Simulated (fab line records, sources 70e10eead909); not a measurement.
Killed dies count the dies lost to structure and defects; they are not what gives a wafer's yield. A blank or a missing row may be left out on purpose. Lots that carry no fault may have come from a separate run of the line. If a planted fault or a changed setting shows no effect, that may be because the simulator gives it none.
The tool behind it: which one? || flow nand-harc || 12 lots, 36 wafers sampled, at 4 steps of a route of 1302

== WHAT THE GAUGES READ, wafer by wafer ==
NHARC_P_GATE_CD_MEAS_91: target cd 2000 nm.
{"lot": "L995", "measured": "day 7 02:32", "on": "cd-sem-02", "cd-nm (nm)": "2000.8 2003.5 2001.7"}
{"lot": "L992", "measured": "day 7 04:18", "on": "cd-sem-01", "cd-nm (nm)": "2000.1 1999.1 2000.5"}
{"lot": "L996", "measured": "day 7 08:52", "on": "cd-sem-02", "cd-nm (nm)": "1968.0 1967.9 1968.3"}
{"lot": "L105", "measured": "day 11 22:55", "on": "cd-sem-03", "cd-nm (nm)": "1997.8 1999.1 2000.8"}
{"lot": "L106", "measured": "day 11 23:22", "on": "cd-sem-03", "cd-nm (nm)": "1999.9 1999.1 2000.7"}
{"lot": "L107", "measured": "day 12 11:58", "on": "cd-sem-03", "cd-nm (nm)": "2002.8 2002.4 2000.5"}
{"lot": "L108", "measured": "day 12 14:10", "on": "cd-sem-01", "cd-nm (nm)": "1998.6 2000.0 1998.4"}
{"lot": "L111", "measured": "day 13 08:31", "on": "cd-sem-01", "cd-nm (nm)": "1998.8 1999.4 1999.5"}
{"lot": "L112", "measured": "day 13 21:41", "on": "cd-sem-03", "cd-nm (nm)": "2001.1 2000.3 2000.6"}
{"lot": "L113", "measured": "day 14 14:08", "on": "cd-sem-02", "cd-nm (nm)": "2001.8 1999.6 2000.5"}
{"lot": "L114", "measured": "day 14 18:13", "on": "cd-sem-03", "cd-nm (nm)": "1999.3 1997.6 2000.5"}
{"lot": "L115", "measured": "day 15 05:26", "on": "cd-sem-01", "cd-nm (nm)": "2002.2 2000.3 2000.0"}

== WHICH TOOL RAN EACH LOT (tool, then ch and the chambers of the sampled wafers, then the start) ==
{"lot": "L995", "NHARC_P_GATE_ETCH_32": "rie-si-02 ch 1,2, day 6 11:38", "NHARC_P_GATE_STRIP_112": "plasma-asher-02 ch 0,1, day 7 01:22", "NHARC_P_GATE_EXPOSE_88": "krf-scanner-01 ch 0, day 7 02:23"}
{"lot": "L992", "NHARC_P_GATE_ETCH_32": "rie-si-03 ch 0,2,3, day 6 13:40", "NHARC_P_GATE_STRIP_112": "plasma-asher-01 ch 0,1, day 7 03:14", "NHARC_P_GATE_EXPOSE_88": "krf-scanner-04 ch 0, day 7 04:10"}
{"lot": "L996", "NHARC_P_GATE_ETCH_32": "rie-si-02 ch 0,1,2, day 6 14:07", "NHARC_P_GATE_STRIP_112": "plasma-asher-02 ch 0,1, day 7 07:44", "NHARC_P_GATE_EXPOSE_88": "krf-scanner-01 ch 0, day 7 08:43"}
{"lot": "L105", "NHARC_P_GATE_ETCH_32": "rie-si-02 ch 0,1, day 11 06:08", "NHARC_P_GATE_STRIP_112": "plasma-asher-02 ch 0,1, day 11 21:47", "NHARC_P_GATE_EXPOSE_88": "krf-scanner-01 ch 0, day 11 22:46"}
{"lot": "L106", "NHARC_P_GATE_ETCH_32": "rie-si-03 ch 0,2,3, day 11 06:53", "NHARC_P_GATE_STRIP_112": "plasma-asher-01 ch 0,1, day 11 22:11", "NHARC_P_GATE_EXPOSE_88": "krf-scanner-04 ch 0, day 11 23:12"}
{"lot": "L107", "NHARC_P_GATE_ETCH_32": "rie-si-02 ch 1,2,3, day 11 19:08", "NHARC_P_GATE_STRIP_112": "plasma-asher-01 ch 0,1, day 12 10:46", "NHARC_P_GATE_EXPOSE_88": "krf-scanner-01 ch 0, day 12 11:48"}
{"lot": "L108", "NHARC_P_GATE_ETCH_32": "rie-si-03 ch 2,3, day 11 23:24", "NHARC_P_GATE_STRIP_112": "plasma-asher-02 ch 0,1, day 12 12:59", "NHARC_P_GATE_EXPOSE_88": "krf-scanner-03 ch 0, day 12 14:01"}
{"lot": "L111", "NHARC_P_GATE_ETCH_32": "rie-si-04 ch 0,1,2, day 12 17:29", "NHARC_P_GATE_STRIP_112": "plasma-asher-02 ch 0,1, day 13 07:20", "NHARC_P_GATE_EXPOSE_88": "krf-scanner-04 ch 0, day 13 08:22"}
{"lot": "L112", "NHARC_P_GATE_ETCH_32": "rie-si-04 ch 1,2, day 13 06:59", "NHARC_P_GATE_STRIP_112": "plasma-asher-02 ch 0,1, day 13 20:43", "NHARC_P_GATE_EXPOSE_88": "krf-scanner-04 ch 0, day 13 21:32"}
{"lot": "L113", "NHARC_P_GATE_ETCH_32": "rie-si-04 ch 0,3, day 13 23:22", "NHARC_P_GATE_STRIP_112": "plasma-asher-01 ch 0,1, day 14 13:02", "NHARC_P_GATE_EXPOSE_88": "krf-scanner-01 ch 0, day 14 13:59"}
{"lot": "L114", "NHARC_P_GATE_ETCH_32": "rie-si-03 ch 0,1, day 14 03:23", "NHARC_P_GATE_STRIP_112": "plasma-asher-01 ch 0,1, day 14 17:07", "NHARC_P_GATE_EXPOSE_88": "krf-scanner-04 ch 0, day 14 18:04"}
{"lot": "L115", "NHARC_P_GATE_ETCH_32": "rie-si-02 ch 0,2,3, day 14 14:49", "NHARC_P_GATE_STRIP_112": "plasma-asher-01 ch 0, day 15 04:17", "NHARC_P_GATE_EXPOSE_88": "krf-scanner-03 ch 0, day 15 05:16"}
- NHARC_P_GATE_ETCH_32: etches the open film in HBr/Cl2, target depth 150 nm, time 100.1 s.
- NHARC_P_GATE_STRIP_112: strips in N2/H2, time 200 s.
- NHARC_P_GATE_EXPOSE_88: exposes mask P HVN, target cd 2000 nm.

== AS READ BY THE TOOLS THEMSELVES (means over the sampled wafers that have a number; for cases with no such wafer, the mark the record gives instead) ==
NHARC_P_GATE_ETCH_32.
{"lot": "L995", "tool": "rie-si-02", "bias-w (W)": 99.80, "drypump-motor-current-A (A)": 5.8, "oes-product-au (a.u.)": 0.995, "throttle-valve-pct (%)": 26.411}
{"lot": "L992", "tool": "rie-si-03", "bias-w (W)": 99.69, "drypump-motor-current-A (A)": 5.5, "oes-product-au (a.u.)": 1.007, "throttle-valve-pct (%)": 26.412}
{"lot": "L996", "tool": "rie-si-02", "bias-w (W)": 100.23, "drypump-motor-current-A (A)": 5.7, "oes-product-au (a.u.)": 1.001, "throttle-valve-pct (%)": 26.406}
{"lot": "L105", "tool": "rie-si-02", "bias-w (W)": 99.96, "drypump-motor-current-A (A)": 5.9, "oes-product-au (a.u.)": 1.000, "throttle-valve-pct (%)": 26.415}
{"lot": "L106", "tool": "rie-si-03", "bias-w (W)": 100.24, "drypump-motor-current-A (A)": 5.5, "oes-product-au (a.u.)": 0.994, "throttle-valve-pct (%)": 26.404}
{"lot": "L107", "tool": "rie-si-02", "bias-w (W)": 99.84, "drypump-motor-current-A (A)": 5.3, "oes-product-au (a.u.)": 0.996, "throttle-valve-pct (%)": 26.409}
{"lot": "L108", "tool": "rie-si-03", "bias-w (W)": 100.39, "drypump-motor-current-A (A)": 5.9, "oes-product-au (a.u.)": 0.998, "throttle-valve-pct (%)": 26.406}
{"lot": "L111", "tool": "rie-si-04", "bias-w (W)": 99.87, "drypump-motor-current-A (A)": 5.9, "oes-product-au (a.u.)": 1.006, "throttle-valve-pct (%)": 26.410}
{"lot": "L112", "tool": "rie-si-04", "bias-w (W)": 100.09, "drypump-motor-current-A (A)": 5.8, "oes-product-au (a.u.)": 1.014, "throttle-valve-pct (%)": 26.406}
{"lot": "L113", "tool": "rie-si-04", "bias-w (W)": 100.43, "drypump-motor-current-A (A)": 5.6, "oes-product-au (a.u.)": 1.004, "throttle-valve-pct (%)": 26.401}
{"lot": "L114", "tool": "rie-si-03", "bias-w (W)": 99.73, "drypump-motor-current-A (A)": 5.7, "oes-product-au (a.u.)": 1.001, "throttle-valve-pct (%)": 26.398}
{"lot": "L115", "tool": "rie-si-02", "bias-w (W)": 100.01, "drypump-motor-current-A (A)": 5.3, "oes-product-au (a.u.)": 0.998, "throttle-valve-pct (%)": 26.408}

NHARC_P_GATE_STRIP_112.
{"lot": "L995", "tool": "plasma-asher-02", "drypump-motor-current-A (A)": 5.3, "heater-power-w (W)": 92}
{"lot": "L992", "tool": "plasma-asher-01", "drypump-motor-current-A (A)": 6.2, "heater-power-w (W)": 87}
{"lot": "L996", "tool": "plasma-asher-02", "drypump-motor-current-A (A)": 5.3, "heater-power-w (W)": 92}
{"lot": "L105", "tool": "plasma-asher-02", "drypump-motor-current-A (A)": 5.5, "heater-power-w (W)": 92}
{"lot": "L106", "tool": "plasma-asher-01", "drypump-motor-current-A (A)": 6.1, "heater-power-w (W)": 88}
{"lot": "L107", "tool": "plasma-asher-01", "drypump-motor-current-A (A)": 6.1, "heater-power-w (W)": 86}
{"lot": "L108", "tool": "plasma-asher-02", "drypump-motor-current-A (A)": 5.5, "heater-power-w (W)": 93}
{"lot": "L111", "tool": "plasma-asher-02", "drypump-motor-current-A (A)": 5.5, "heater-power-w (W)": 91}
{"lot": "L112", "tool": "plasma-asher-02", "drypump-motor-current-A (A)": 5.3, "heater-power-w (W)": 91}
{"lot": "L113", "tool": "plasma-asher-01", "drypump-motor-current-A (A)": 6.1, "heater-power-w (W)": 88}
{"lot": "L114", "tool": "plasma-asher-01", "drypump-motor-current-A (A)": 6.1, "heater-power-w (W)": 86}
{"lot": "L115", "tool": "plasma-asher-01", "drypump-motor-current-A (A)": 6.0, "heater-power-w (W)": 84}

== THE ANSWER, worked out from the rows above alone ==
Rule: usual is defined by the lots themselves. The widest of any qualifying gaps counts: lots, ordered by their means at a reading, are off when they make up no more than a third of the lots, leave a main group of 4 or more, and stand apart from it by 3 or more times the standard deviation of that group's means. The tables above print the reading to a certain number of digits; a main group whose means all agree to those digits is not used. Also off: a lot with no number at a reading for which 4 or more lots have one. The other lots that the step has rows for count as sound. First the gauges in route order, then the tools' own readings, where a lot's mean is used as printed above. The first step at which some lot is off is used, and at that step the reading that is off furthest; a lot without a number counts as furthest.
Off: L996 (NHARC_P_GATE_CD_MEAS_91, cd-nm). The main group has a mean of 2000.2 nm with a standard deviation of 1.
If a tool, at a process step before that reading, ran all the lots that are off and no sound lot after the first of them, it fits. Those tools and the gauges at NHARC_P_GATE_CD_MEAS_91 are tried in the same way. No candidate that was tried fits.

== WHAT THE SIMULATOR HAD PUT IN ==
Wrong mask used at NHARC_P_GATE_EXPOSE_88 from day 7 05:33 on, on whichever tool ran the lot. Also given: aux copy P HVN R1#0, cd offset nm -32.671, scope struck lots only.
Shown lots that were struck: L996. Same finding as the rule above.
